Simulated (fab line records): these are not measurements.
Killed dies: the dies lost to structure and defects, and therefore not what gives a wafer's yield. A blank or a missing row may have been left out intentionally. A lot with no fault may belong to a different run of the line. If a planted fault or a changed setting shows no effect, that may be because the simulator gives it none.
fab line records + flow nandHarc + part 1 of 2: steps 1 to 4 of 6
[record]
- lots = 22
- wafers = 66
- lastDay = 25
route steps=1159 shown A_CONTACT@914
lots that met no fault: taken from a fault-free run of the same line
startH: hours from the record's first day to the start of the lot's first wafer shown + waitH: time in hours since the lot's previous step + " as in the row above + L1.1+2: a row that stands for several wafers + - no value, or no start was given + * or withheld: withheld + < > ~ a bound
route shown NAME@n: NAME is a module with steps in the file, n the number in the route of the first one + usual: the fault-free wafers' mean and standard deviation + same: alike in all rows + chamber/n: place in a boat + sites: each site's reading + _std_site: their standard deviation + _edge_site: mean of outer sites minus mean of inner sites + radiusMm: how far each site lies from the wafer's centre + mask NAME#n: copy n + behind: the most recent tool/chamber to have shaped the wafer + hold: what put the lot on hold/how long, in hours/how the hold closed + device: the n, p or np transistor that did not switch + end of line: at the end of the route, the tests of the same wafers + a step given without rows: its recipe and nothing more + killed: at the first sort, the dies lost to defects and structure; wafer yield is something else + map: a wafer's dies, x killed, . not, _ none there
set.NAME: the setting the step ran with; set.NAME@STEP: the setting that earlier step ran with + model.NAME: the simulator's own value behind a step, which no gauge read
one table for each step of the route and one row for each wafer, over a sample of lots
services: when a tool's chamber went out of use (startH, in hours from the record's first day, below 0 if earlier), for how many hours, and the reason
[[steps]]
[step NHARC_A_CONTACT_ETCH_91]
[recipe]
- targetDepthA = 400
- overEtchFrac = 0.5
- timeS = 85.7
- ionEnergyEv = 120
- ch3fFlowSccm = 50
- o2FlowSccm = 30
- arFlowSccm = 200
- rfW = 500
- biasW = 100
- chemistry = CH3F/O2
[usual]
- drypumpMotorCurrentA = 5.6/0.4
- o2FlowSccm = 29.99/0.088
- oesProductAu = 0.94/0.032
- rfVppV = 244.4/2
- showerheadPlenumPTorr = 2.47/0.13
- throttleValvePct = 20.663/0.0094
| lot.wafer | tool       | chamber | startH | waitH | drypumpMotorCurrentA | o2FlowSccm | oesProductAu | rfHoursCounterH | rfVppV | showerheadPlenumPTorr | throttleValvePct |
|-----------|------------|---------|--------|-------|----------------------|------------|--------------|-----------------|--------|-----------------------|------------------|
| L074.3    | rieDiel-01 | 0       | 370.40 | 0.4   | 5.6                  | 29.88      | 0.93         | 22              | 243.3  | 2.35                  | 20.661           |
| L074.5    | "          | 1       | "      | "     | 5.9                  | 30.07      | 0.93         | -               | 245.4  | 2.54                  | 20.674           |
| L074.6    | "          | 2       | "      | "     | 5.4                  | 29.95      | 0.93         | -               | 240.8  | 2.32                  | 20.650           |
| L077.2    | rieDiel-04 | 2       | 381.72 | 0.5   | 6.5                  | 29.99      | 0.93         | 17              | 241.1  | 2.34                  | 20.676           |
| L077.3    | "          | 0       | "      | "     | 5.7                  | 29.92      | 0.93         | 18              | 246.4  | 2.55                  | 20.643           |
| L077.5    | "          | 3       | "      | "     | 5.3                  | 29.99      | 0.91         | -               | 247.8  | 2.58                  | 20.672           |
| L078.3    | rieDiel-01 | 3       | 398.98 | 0.4   | 5.1                  | 29.98      | 0.92         | 33              | 246.9  | 2.65                  | 20.681           |
| L078.2    | "          | 0       | "      | "     | 5.6                  | 30.03      | 0.93         | 32              | 242.5  | 2.35                  | 20.664           |
| L078.6    | "          | 3       | "      | "     | 5.1                  | 30.07      | 0.92         | -               | 245.4  | 2.65                  | 20.666           |
| L079.4    | rieDiel-10 | 1       | 405.46 | 0.4   | 5.4                  | 30.00      | 0.93         | 15              | 245.7  | 2.63                  | 20.652           |
| L079.1    | "          | 3       | "      | "     | 5.3                  | 29.88      | 0.93         | 13              | 245.6  | 2.54                  | 20.666           |
| L079.6    | "          | 1       | "      | "     | 5.4                  | 30.00      | 0.93         | -               | 246.7  | 2.63                  | 20.659           |
| L081.4    | rieDiel-04 | 2       | 433.42 | 0.4   | 6.6                  | 29.90      | 0.92         | 24              | 245.5  | 2.34                  | 20.679           |
| L081.1    | "          | 3       | "      | "     | 5.3                  | 29.88      | 0.93         | 24              | 246.7  | 2.58                  | 20.671           |
| L081.6    | "          | 2       | "      | "     | 6.6                  | 29.89      | 0.94         | -               | 242.4  | 2.34                  | 20.656           |
| L083.2    | rieDiel-10 | 1       | 435.14 | 0.5   | 5.4                  | 30.00      | 1.00         | 24              | 246.6  | 2.62                  | 20.676           |
| L083.1    | "          | 3       | "      | "     | 5.3                  | 30.00      | 1.01         | 23              | 244.6  | 2.53                  | 20.655           |
| L083.5    | "          | 0       | "      | "     | 5.2                  | 29.88      | 1.00         | -               | 244.2  | 2.31                  | 20.655           |
| L080.4    | rieDiel-10 | 0       | 440.40 | 0.5   | 5.2                  | 29.99      | 1.00         | 25              | 242.6  | 2.31                  | 20.663           |
| L080.2    | "          | 3       | "      | "     | 5.3                  | 29.90      | 1.00         | 25              | 245.0  | 2.53                  | 20.653           |
| L080.5    | "          | 1       | "      | "     | 5.4                  | 29.86      | 0.99         | -               | 245.2  | 2.62                  | 20.655           |
| L082.2    | rieDiel-04 | 0       | 445.56 | 0.5   | 5.8                  | 30.14      | 0.94         | 28              | 246.1  | 2.55                  | 20.678           |
| L082.3    | "          | 1       | "      | "     | 5.7                  | 30.09      | 0.93         | 28              | 243.6  | 2.45                  | 20.673           |
| L082.4    | "          | 2       | "      | "     | 6.5                  | 29.92      | 0.93         | 27              | 242.3  | 2.34                  | 20.694           |
| L084.2    | rieDiel-10 | 0       | 446.06 | 0.5   | 5.2                  | 29.97      | 1.01         | 27              | 242.1  | 2.31                  | 20.687           |
| L084.1    | "          | 2       | "      | "     | 6.1                  | 30.01      | 1.01         | 29              | 245.1  | 2.56                  | 20.672           |
| L084.4    | "          | 3       | "      | "     | 5.3                  | 30.06      | 1.00         | 27              | 244.8  | 2.53                  | 20.661           |
| L088.1    | rieDiel-04 | 1       | 450.68 | 0.5   | 5.7                  | 29.88      | 0.93         | 28              | 243.6  | 2.45                  | 20.657           |
| L088.2    | "          | 2       | "      | "     | 6.6                  | 29.98      | 0.92         | 28              | 243.3  | 2.34                  | 20.664           |
| L088.4    | "          | 3       | "      | "     | 5.3                  | 30.04      | 0.92         | 28              | 245.4  | 2.58                  | 20.663           |
| L085.3    | rieDiel-04 | 2       | 453.93 | 0.4   | 6.6                  | 29.96      | 0.93         | 29              | 241.7  | 2.34                  | 20.646           |
| L085.1    | "          | 3       | "      | "     | 5.3                  | 30.02      | 0.93         | 29              | 245.3  | 2.57                  | 20.659           |
| L085.6    | "          | 3       | "      | "     | 5.3                  | 29.87      | 0.92         | -               | 246.5  | 2.57                  | 20.660           |
| L087.3    | rieDiel-10 | 2       | 456.17 | 0.5   | 6.1                  | 29.99      | 0.94         | 31              | 247.5  | 2.56                  | 20.652           |
| L087.1    | "          | 3       | "      | "     | 5.3                  | 29.92      | 0.93         | 30              | 245.6  | 2.53                  | 20.658           |
| L087.5    | "          | 1       | "      | "     | 5.4                  | 29.91      | 0.92         | -               | 245.2  | 2.62                  | 20.670           |
| L086.3    | rieDiel-01 | 1       | 468.97 | 0.4   | 6.0                  | 29.97      | 0.92         | 60              | 245.8  | 2.53                  | 20.655           |
| L086.5    | "          | 3       | "      | "     | 5.0                  | 30.15      | 0.92         | -               | 247.8  | 2.63                  | 20.671           |
| L086.6    | "          | 0       | "      | "     | 5.6                  | 30.06      | 0.94         | -               | 243.6  | 2.34                  | 20.656           |
| L090.1    | rieDiel-01 | 0       | 473.69 | 0.5   | 5.6                  | 29.98      | 0.93         | 62              | 242.3  | 2.34                  | 20.663           |
| L090.4    | "          | 3       | "      | "     | 5.0                  | 30.10      | 0.93         | 64              | 246.6  | 2.63                  | 20.647           |
| L090.6    | "          | 1       | "      | "     | 6.0                  | 29.87      | 0.92         | -               | 244.7  | 2.53                  | 20.658           |
| L089.2    | rieDiel-01 | 2       | 478.33 | 0.5   | 5.4                  | 30.00      | 0.93         | 47              | 241.1  | 2.31                  | 20.667           |
| L089.4    | "          | 0       | "      | "     | 5.6                  | 30.00      | 0.93         | 63              | 241.2  | 2.34                  | 20.658           |
| L089.5    | "          | 2       | "      | "     | 5.4                  | 30.10      | 0.94         | -               | 241.5  | 2.31                  | 20.670           |
| L093.1    | rieDiel-01 | 2       | 480.90 | 0.5   | 5.4                  | 30.00      | 1.02         | 47              | 243.3  | 2.31                  | 20.663           |
| L093.4    | "          | 1       | "      | "     | 6.0                  | 29.85      | 1.00         | 64              | 245.0  | 2.53                  | 20.670           |
| L093.5    | "          | 3       | "      | "     | 5.0                  | 29.88      | 1.00         | -               | 247.7  | 2.63                  | 20.643           |
| L092.4    | rieDiel-01 | 1       | 491.49 | 0.4   | 6.0                  | 30.21      | 0.92         | 65              | 245.7  | 2.53                  | 20.664           |
| L092.3    | "          | 2       | "      | "     | 5.4                  | 29.94      | 0.92         | 49              | 242.8  | 2.31                  | 20.669           |
| L092.1    | "          | 3       | "      | "     | 5.0                  | 29.81      | 0.93         | 69              | 246.8  | 2.63                  | 20.671           |
| L091.1    | rieDiel-10 | 3       | 496.11 | 0.5   | 5.3                  | 29.92      | 0.92         | 46              | 245.0  | 2.52                  | 20.667           |
| L091.2    | "          | 1       | "      | "     | 5.5                  | 29.99      | 0.93         | 47              | 244.9  | 2.62                  | 20.655           |
| L091.3    | "          | 2       | "      | "     | 6.1                  | 30.11      | 0.94         | 48              | 246.0  | 2.56                  | 20.661           |
| L095.2    | rieDiel-10 | 3       | 510.47 | 0.5   | 5.3                  | 29.91      | 0.93         | 52              | 244.8  | 2.52                  | 20.648           |
| L095.5    | "          | 2       | "      | "     | 6.1                  | 30.15      | 0.92         | -               | 246.1  | 2.55                  | 20.670           |
| L095.6    | "          | 3       | "      | "     | 5.3                  | 29.94      | 0.94         | -               | 245.7  | 2.52                  | 20.661           |
| L097.2    | rieDiel-01 | 2       | 512.11 | 0.5   | 5.4                  | 30.05      | 0.92         | 4               | 241.6  | 2.31                  | 20.672           |
| L097.1    | "          | 0       | "      | "     | 5.6                  | 30.05      | 0.92         | 5               | 243.0  | 2.33                  | 20.640           |
| L097.5    | "          | 1       | "      | "     | 5.9                  | 30.08      | 0.92         | -               | 246.8  | 2.52                  | 20.657           |
| L094.4    | rieDiel-01 | 3       | 515.65 | 0.4   | 5.1                  | 29.90      | 0.93         | 7               | 247.8  | 2.63                  | 20.644           |
| L094.2    | "          | 0       | "      | "     | 5.6                  | 29.88      | 0.93         | 6               | 244.4  | 2.33                  | 20.668           |
| L094.6    | "          | 2       | "      | "     | 5.4                  | 29.88      | 0.92         | -               | 240.7  | 2.31                  | 20.660           |
| L096.1    | rieDiel-01 | 1       | 520.83 | 0.5   | 6.0                  | 30.16      | 0.93         | 7               | 245.0  | 2.52                  | 20.657           |
| L096.6    | "          | 1       | "      | "     | 6.0                  | 30.13      | 0.92         | -               | 245.0  | 2.52                  | 20.671           |
| L096.5    | "          | 2       | "      | "     | 5.4                  | 30.04      | 0.91         | -               | 242.7  | 2.30                  | 20.660           |
[step NHARC_A_CONTACT_ETCH_97]
[recipe]
- targetDepthA = 200
- overEtchFrac = 0.5
- timeS = 10
- ionEnergyEv = 250
- c4f6FlowSccm = 25
- o2FlowSccm = 20
- arFlowSccm = 500
- rfW = 600
- biasW = 500
- chemistry = C4F6/O2
[usual]
- drypumpMotorCurrentA = 5.6/0.39
- o2FlowSccm = 19.99/0.057
- oesProductAu = 0.961/0.024
- rfVppV = 547/3.9
- showerheadPlenumPTorr = 3.95/0.19
- throttleValvePct = 26.904/0.0089
| lot.wafer | tool       | chamber | startH | waitH | drypumpMotorCurrentA | o2FlowSccm | oesProductAu | rfHoursCounterH | rfVppV | showerheadPlenumPTorr | throttleValvePct |
|-----------|------------|---------|--------|-------|----------------------|------------|--------------|-----------------|--------|-----------------------|------------------|
| L074.3    | rieDiel-01 | 3       | -      | -     | 5.0                  | 19.98      | 0.950        | 24              | 553    | 4.21                  | 26.897           |
| L074.5    | "          | 0       | "      | "     | 5.6                  | 19.99      | 0.940        | -               | 543    | 3.76                  | 26.915           |
| L074.6    | "          | 1       | "      | "     | 6.0                  | 20.00      | 0.953        | -               | 549    | 4.05                  | 26.891           |
| L077.2    | rieDiel-04 | 2       | -      | -     | 6.5                  | 20.00      | 0.956        | 17              | 543    | 3.75                  | 26.915           |
| L077.3    | "          | 0       | "      | "     | 5.7                  | 20.04      | 0.939        | 18              | 550    | 4.07                  | 26.892           |
| L077.5    | "          | 1       | "      | "     | 5.7                  | 20.04      | 0.938        | -               | 547    | 3.92                  | 26.912           |
| L078.3    | rieDiel-01 | 2       | -      | -     | 5.4                  | 20.00      | 0.965        | 25              | 540    | 3.71                  | 26.913           |
| L078.2    | "          | 3       | "      | "     | 5.0                  | 20.01      | 0.973        | 34              | 553    | 4.21                  | 26.909           |
| L078.6    | "          | 3       | "      | "     | 5.0                  | 19.95      | 0.968        | -               | 553    | 4.21                  | 26.897           |
| L079.4    | rieDiel-10 | 0       | -      | -     | 5.2                  | 20.01      | 0.963        | 13              | 544    | 3.71                  | 26.888           |
| L079.1    | "          | 2       | "      | "     | 6.2                  | 19.99      | 0.968        | 16              | 551    | 4.09                  | 26.907           |
| L079.6    | "          | 1       | "      | "     | 5.4                  | 19.99      | 0.964        | -               | 553    | 4.18                  | 26.899           |
| L081.4    | rieDiel-04 | 0       | -      | -     | 5.7                  | 19.92      | 0.932        | 24              | 550    | 4.06                  | 26.888           |
| L081.1    | "          | 3       | "      | "     | 5.3                  | 20.04      | 0.931        | 24              | 550    | 4.10                  | 26.929           |
| L081.6    | "          | 0       | "      | "     | 5.8                  | 19.91      | 0.938        | -               | 551    | 4.06                  | 26.916           |
| L083.2    | rieDiel-10 | 0       | -      | -     | 5.3                  | 19.97      | 0.995        | 22              | 543    | 3.70                  | 26.907           |
| L083.1    | "          | 1       | "      | "     | 5.5                  | 19.97      | 1.011        | 24              | 550    | 4.17                  | 26.897           |
| L083.5    | "          | 0       | "      | "     | 5.3                  | 20.05      | 1.011        | -               | 543    | 3.70                  | 26.901           |
| L080.2    | rieDiel-10 | 1       | -      | -     | 5.4                  | 20.10      | 1.001        | 28              | 551    | 4.17                  | 26.897           |
| L080.4    | "          | 2       | "      | "     | 6.2                  | 19.93      | 1.006        | 27              | 550    | 4.08                  | 26.904           |
| L080.5    | "          | 3       | "      | "     | 5.3                  | 19.99      | 1.013        | -               | 549    | 4.03                  | 26.894           |
| L082.4    | rieDiel-04 | 0       | -      | -     | 5.8                  | 19.92      | 0.974        | 28              | 549    | 4.06                  | 26.928           |
| L082.3    | "          | 2       | "      | "     | 6.6                  | 19.95      | 0.957        | 27              | 542    | 3.74                  | 26.893           |
| L082.2    | "          | 3       | "      | "     | 5.3                  | 19.97      | 0.945        | 28              | 550    | 4.10                  | 26.895           |
| L084.1    | rieDiel-10 | 0       | -      | -     | 5.2                  | 19.92      | 0.997        | 27              | 543    | 3.70                  | 26.893           |
| L084.4    | "          | 2       | "      | "     | 6.1                  | 20.08      | 1.001        | 29              | 550    | 4.08                  | 26.905           |
| L084.2    | "          | 3       | "      | "     | 5.3                  | 20.06      | 0.990        | 27              | 550    | 4.03                  | 26.904           |
| L088.2    | rieDiel-04 | 2       | -      | -     | 6.6                  | 20.01      | 0.937        | 28              | 543    | 3.74                  | 26.896           |
| L088.4    | "          | 3       | "      | "     | 5.3                  | 19.91      | 0.932        | 28              | 550    | 4.10                  | 26.901           |
| L088.1    | "          | 1       | "      | "     | 5.7                  | 19.98      | 0.945        | 29              | 546    | 3.92                  | 26.912           |
| L085.1    | rieDiel-04 | 2       | -      | -     | 6.5                  | 19.93      | 0.955        | 29              | 543    | 3.74                  | 26.902           |
| L085.3    | "          | 3       | "      | "     | 5.3                  | 20.07      | 0.947        | 29              | 550    | 4.10                  | 26.903           |
| L085.6    | "          | 0       | "      | "     | 5.7                  | 20.01      | 0.940        | -               | 550    | 4.06                  | 26.897           |
| L087.3    | rieDiel-10 | 0       | -      | -     | 5.2                  | 19.97      | 0.963        | 31              | 542    | 3.70                  | 26.909           |
| L087.1    | "          | 1       | "      | "     | 5.4                  | 19.98      | 0.970        | 32              | 552    | 4.17                  | 26.908           |
| L087.5    | "          | 0       | "      | "     | 5.2                  | 19.97      | 0.976        | -               | 543    | 3.70                  | 26.888           |
| L086.3    | rieDiel-01 | 0       | -      | -     | 5.6                  | 19.92      | 0.959        | 60              | 544    | 3.74                  | 26.905           |
| L086.6    | "          | 3       | "      | "     | 5.0                  | 20.11      | 0.952        | -               | 551    | 4.19                  | 26.908           |
| L086.5    | "          | 0       | "      | "     | 5.6                  | 19.98      | 0.950        | -               | 544    | 3.74                  | 26.897           |
| L090.1    | rieDiel-01 | 1       | -      | -     | 6.0                  | 20.05      | 0.942        | 61              | 550    | 4.03                  | 26.912           |
| L090.4    | "          | 0       | "      | "     | 5.6                  | 19.99      | 0.953        | 62              | 544    | 3.74                  | 26.907           |
| L090.6    | "          | 1       | "      | "     | 6.0                  | 19.83      | 0.944        | -               | 548    | 4.03                  | 26.902           |
| L089.4    | rieDiel-01 | 1       | -      | -     | 6.0                  | 20.00      | 0.942        | 63              | 549    | 4.03                  | 26.915           |
| L089.2    | "          | 3       | "      | "     | 5.0                  | 20.03      | 0.956        | 66              | 552    | 4.19                  | 26.907           |
| L089.5    | "          | 1       | "      | "     | 5.9                  | 19.93      | 0.942        | -               | 550    | 4.03                  | 26.897           |
| L093.1    | rieDiel-01 | 1       | -      | -     | 6.0                  | 20.10      | 1.010        | 64              | 549    | 4.03                  | 26.908           |
| L093.4    | "          | 2       | "      | "     | 5.4                  | 19.97      | 1.000        | 47              | 543    | 3.70                  | 26.903           |
| L093.5    | "          | 2       | "      | "     | 5.4                  | 20.07      | 1.013        | -               | 543    | 3.70                  | 26.910           |
| L092.1    | rieDiel-01 | 0       | -      | -     | 5.6                  | 19.96      | 0.955        | 66              | 543    | 3.74                  | 26.905           |
| L092.4    | "          | 1       | "      | "     | 6.0                  | 20.05      | 0.951        | 65              | 549    | 4.03                  | 26.905           |
| L092.3    | "          | 3       | "      | "     | 5.0                  | 19.93      | 0.941        | 69              | 552    | 4.18                  | 26.900           |
| L091.2    | rieDiel-10 | 2       | -      | -     | 6.1                  | 19.92      | 0.966        | 48              | 551    | 4.07                  | 26.894           |
| L091.1    | "          | 3       | "      | "     | 5.3                  | 19.94      | 0.960        | 46              | 549    | 4.02                  | 26.904           |
| L091.3    | "          | 1       | "      | "     | 5.5                  | 19.95      | 0.958        | 47              | 552    | 4.16                  | 26.912           |
| L095.2    | rieDiel-10 | 0       | -      | -     | 5.2                  | 19.96      | 0.934        | 46              | 541    | 3.69                  | 26.916           |
| L095.5    | "          | 1       | "      | "     | 5.5                  | 20.02      | 0.935        | -               | 552    | 4.16                  | 26.910           |
| L095.6    | "          | 2       | "      | "     | 6.1                  | 19.96      | 0.945        | -               | 550    | 4.07                  | 26.891           |
| L097.2    | rieDiel-01 | 1       | -      | -     | 6.0                  | 19.88      | 0.950        | 5               | 550    | 4.02                  | 26.910           |
| L097.1    | "          | 2       | "      | "     | 5.4                  | 19.96      | 0.946        | 4               | 540    | 3.69                  | 26.914           |
| L097.5    | "          | 0       | "      | "     | 5.6                  | 20.00      | 0.942        | -               | 544    | 3.74                  | 26.919           |
| L094.4    | rieDiel-01 | 0       | -      | -     | 5.6                  | 19.95      | 0.934        | 6               | 543    | 3.73                  | 26.905           |
| L094.2    | "          | 1       | "      | "     | 6.0                  | 20.02      | 0.946        | 6               | 550    | 4.02                  | 26.906           |
| L094.6    | "          | 3       | "      | "     | 5.0                  | 20.04      | 0.953        | -               | 551    | 4.18                  | 26.909           |
| L096.1    | rieDiel-01 | 1       | -      | -     | 6.0                  | 20.00      | 0.963        | 8               | 549    | 4.02                  | 26.900           |
| L096.6    | "          | 2       | "      | "     | 5.4                  | 19.91      | 0.975        | -               | 541    | 3.69                  | 26.903           |
| L096.5    | "          | 3       | "      | "     | 5.0                  | 19.98      | 0.964        | -               | 551    | 4.18                  | 26.905           |
[step NHARC_A_CONTACT_CD_MEAS_80]
[usual]
- cdNm = 189.5/0.74
| lot.wafer | tool     | chamber | startH | waitH | cdNm  |
|-----------|----------|---------|--------|-------|-------|
| L074.3    | cdSem-01 | -       | 370.58 | -     | 190.8 |
| L074.5    | "        | -       | "      | "     | 190.9 |
| L074.6    | "        | -       | "      | "     | 190.2 |
| L077.2    | cdSem-02 | -       | 381.94 | -     | 189.3 |
| L077.3    | "        | -       | "      | "     | 189.3 |
| L077.5    | "        | -       | "      | "     | 189.0 |
| L078.2    | cdSem-01 | -       | 399.19 | -     | 188.9 |
| L078.3    | "        | -       | "      | "     | 189.1 |
| L078.6    | "        | -       | "      | "     | 188.9 |
| L079.1    | cdSem-03 | -       | 405.68 | -     | 189.3 |
| L079.4    | "        | -       | "      | "     | 190.0 |
| L079.6    | "        | -       | "      | "     | 189.6 |
| L081.1    | cdSem-01 | -       | 433.62 | -     | 188.4 |
| L081.4    | "        | -       | "      | "     | 188.8 |
| L081.6    | "        | -       | "      | "     | 188.4 |
| L083.1    | cdSem-02 | -       | 435.35 | -     | 190.1 |
| L083.2    | "        | -       | "      | "     | 190.1 |
| L083.5    | "        | -       | "      | "     | 190.2 |
| L080.2    | cdSem-01 | -       | 440.64 | -     | 189.1 |
| L080.4    | "        | -       | "      | "     | 190.0 |
| L080.5    | "        | -       | "      | "     | 189.5 |
| L082.2    | cdSem-03 | -       | 445.87 | -     | 188.6 |
| L082.3    | "        | -       | "      | "     | 188.7 |
| L082.4    | "        | -       | "      | "     | 188.2 |
| L084.1    | cdSem-01 | -       | 446.28 | -     | 188.4 |
| L084.2    | "        | -       | "      | "     | 188.4 |
| L084.4    | "        | -       | "      | "     | 188.2 |
| L088.1    | cdSem-03 | -       | 450.88 | -     | 188.5 |
| L088.2    | "        | -       | "      | "     | 189.2 |
| L088.4    | "        | -       | "      | "     | 189.0 |
| L085.1    | cdSem-02 | -       | 454.14 | -     | 189.9 |
| L085.3    | "        | -       | "      | "     | 189.0 |
| L085.6    | "        | -       | "      | "     | 189.6 |
| L087.1    | cdSem-01 | -       | 456.37 | -     | 189.9 |
| L087.3    | "        | -       | "      | "     | 189.8 |
| L087.5    | "        | -       | "      | "     | 190.9 |
| L086.3    | cdSem-01 | -       | 469.17 | -     | 190.1 |
| L086.5    | "        | -       | "      | "     | 190.1 |
| L086.6    | "        | -       | "      | "     | 189.4 |
| L090.1    | cdSem-03 | -       | 473.91 | -     | 188.7 |
| L090.4    | "        | -       | "      | "     | 188.7 |
| L090.6    | "        | -       | "      | "     | 189.1 |
| L089.2    | cdSem-02 | -       | 478.55 | -     | 190.0 |
| L089.4    | "        | -       | "      | "     | 189.7 |
| L089.5    | "        | -       | "      | "     | 189.7 |
| L093.1    | cdSem-03 | -       | 481.12 | -     | 189.8 |
| L093.4    | "        | -       | "      | "     | 190.0 |
| L093.5    | "        | -       | "      | "     | 189.3 |
| L092.1    | cdSem-03 | -       | 491.71 | -     | 190.9 |
| L092.3    | "        | -       | "      | "     | 190.5 |
| L092.4    | "        | -       | "      | "     | 190.6 |
| L091.1    | cdSem-01 | -       | 496.33 | -     | 189.1 |
| L091.2    | "        | -       | "      | "     | 189.8 |
| L091.3    | "        | -       | "      | "     | 188.7 |
| L095.2    | cdSem-03 | -       | 510.67 | -     | 189.8 |
| L095.5    | "        | -       | "      | "     | 189.5 |
| L095.6    | "        | -       | "      | "     | 189.1 |
| L097.1    | cdSem-01 | -       | 512.33 | -     | 188.7 |
| L097.2    | "        | -       | "      | "     | 188.6 |
| L097.5    | "        | -       | "      | "     | 188.4 |
| L094.2    | cdSem-03 | -       | 515.85 | -     | 190.6 |
| L094.4    | "        | -       | "      | "     | 190.0 |
| L094.6    | "        | -       | "      | "     | 190.6 |
| L096.1    | cdSem-01 | -       | 521.05 | -     | 189.3 |
| L096.5    | "        | -       | "      | "     | 188.7 |
| L096.6    | "        | -       | "      | "     | 189.4 |
[step NHARC_A_CONTACT_OVL_MEAS_09]
[usual]
- overlayXNm = 0.2/0.83
- overlayYNm = 0.0/0.76
| lot.wafer | tool       | chamber | startH | waitH | overlayXNm | overlayYNm |
|-----------|------------|---------|--------|-------|------------|------------|
| L074.3    | overlay-01 | -       | 376.74 | -     | 0.4        | -1.2       |
| L074.5    | "          | -       | "      | "     | 0.1        | -1.2       |
| L074.6    | "          | -       | "      | "     | -0.1       | -1.4       |
| L077.2    | overlay-01 | -       | 384.91 | -     | 0.3        | 0.0        |
| L077.3    | "          | -       | "      | "     | 0.7        | 0.2        |
| L077.5    | "          | -       | "      | "     | 0.3        | -0.2       |
| L078.2    | overlay-01 | -       | 402.07 | -     | -1.3       | -0.3       |
| L078.3    | "          | -       | "      | "     | -1.8       | -0.2       |
| L078.6    | "          | -       | "      | "     | -1.6       | 0.1        |
| L079.1    | overlay-01 | -       | 408.59 | -     | -1.7       | -0.7       |
| L079.4    | "          | -       | "      | "     | -1.7       | -0.1       |
| L079.6    | "          | -       | "      | "     | -1.7       | -0.3       |
| L081.1    | overlay-02 | -       | 436.82 | -     | 1.3        | 0.4        |
| L081.4    | "          | -       | "      | "     | 1.2        | -0.6       |
| L081.6    | "          | -       | "      | "     | 0.4        | -0.3       |
| L083.1    | overlay-01 | -       | 438.55 | -     | -0.2       | -0.4       |
| L083.2    | "          | -       | "      | "     | -0.5       | -0.6       |
| L083.5    | "          | -       | "      | "     | -0.3       | -0.1       |
| L080.2    | overlay-01 | -       | 443.61 | -     | 0.5        | 0.0        |
| L080.4    | "          | -       | "      | "     | 0.3        | 0.2        |
| L080.5    | "          | -       | "      | "     | 0.3        | 0.6        |
| L082.2    | overlay-02 | -       | 448.92 | -     | -0.1       | -0.4       |
| L082.3    | "          | -       | "      | "     | -0.7       | -0.7       |
| L082.4    | "          | -       | "      | "     | -0.6       | -0.4       |
| L084.1    | overlay-01 | -       | 450.57 | -     | 1.1        | 0.5        |
| L084.2    | "          | -       | "      | "     | 1.3        | 0.9        |
| L084.4    | "          | -       | "      | "     | 0.6        | 0.9        |
| L088.1    | overlay-02 | -       | 455.93 | -     | 0.1        | 0.8        |
| L088.2    | "          | -       | "      | "     | -0.4       | 1.6        |
| L088.4    | "          | -       | "      | "     | -0.5       | 1.3        |
| L085.1    | overlay-02 | -       | 457.66 | -     | -0.1       | 0.5        |
| L085.3    | "          | -       | "      | "     | -0.3       | 0.6        |
| L085.6    | "          | -       | "      | "     | 0.4        | 1.1        |
| L087.1    | overlay-02 | -       | 461.08 | -     | -0.7       | -0.5       |
| L087.3    | "          | -       | "      | "     | -0.4       | -0.9       |
| L087.5    | "          | -       | "      | "     | -0.5       | -0.9       |
| L086.3    | overlay-01 | -       | 472.27 | -     | -0.1       | -1.1       |
| L086.5    | "          | -       | "      | "     | 0.3        | -1.1       |
| L086.6    | "          | -       | "      | "     | 0.8        | 0.0        |
| L090.1    | overlay-02 | -       | 476.85 | -     | -0.2       | 0.6        |
| L090.4    | "          | -       | "      | "     | -0.1       | 0.9        |
| L090.6    | "          | -       | "      | "     | 0.9        | 1.5        |
| L089.2    | overlay-01 | -       | 486.04 | -     | 0.0        | 0.8        |
| L089.4    | "          | -       | "      | "     | -0.4       | 0.5        |
| L089.5    | "          | -       | "      | "     | 0.3        | 0.0        |
| L093.1    | overlay-01 | -       | 491.00 | -     | 0.2        | -0.5       |
| L093.4    | "          | -       | "      | "     | 0.7        | -0.7       |
| L093.5    | "          | -       | "      | "     | 0.2        | -0.7       |
| L092.1    | overlay-02 | -       | 494.65 | -     | 0.5        | 0.6        |
| L092.3    | "          | -       | "      | "     | 1.1        | 0.3        |
| L092.4    | "          | -       | "      | "     | 0.5        | 0.0        |
| L091.1    | overlay-02 | -       | 499.37 | -     | 0.1        | 0.2        |
| L091.2    | "          | -       | "      | "     | -0.3       | 0.8        |
| L091.3    | "          | -       | "      | "     | -0.4       | -0.4       |
| L095.2    | overlay-02 | -       | 513.61 | -     | 1.7        | -1.2       |
| L095.5    | "          | -       | "      | "     | 1.8        | -1.2       |
| L095.6    | "          | -       | "      | "     | 1.1        | -0.4       |
| L097.1    | overlay-01 | -       | 515.97 | -     | 1.1        | 0.0        |
| L097.2    | "          | -       | "      | "     | 0.8        | 0.1        |
| L097.5    | "          | -       | "      | "     | 0.5        | 0.0        |
| L094.2    | overlay-01 | -       | 521.01 | -     | 0.4        | 0.6        |
| L094.4    | "          | -       | "      | "     | 0.2        | 1.0        |
| L094.6    | "          | -       | "      | "     | 0.4        | 1.1        |
| L096.1    | overlay-02 | -       | 524.41 | -     | -0.5       | 0.2        |
| L096.5    | "          | -       | "      | "     | -0.6       | 1.0        |
| L096.6    | "          | -       | "      | "     | -0.9       | 0.3        |
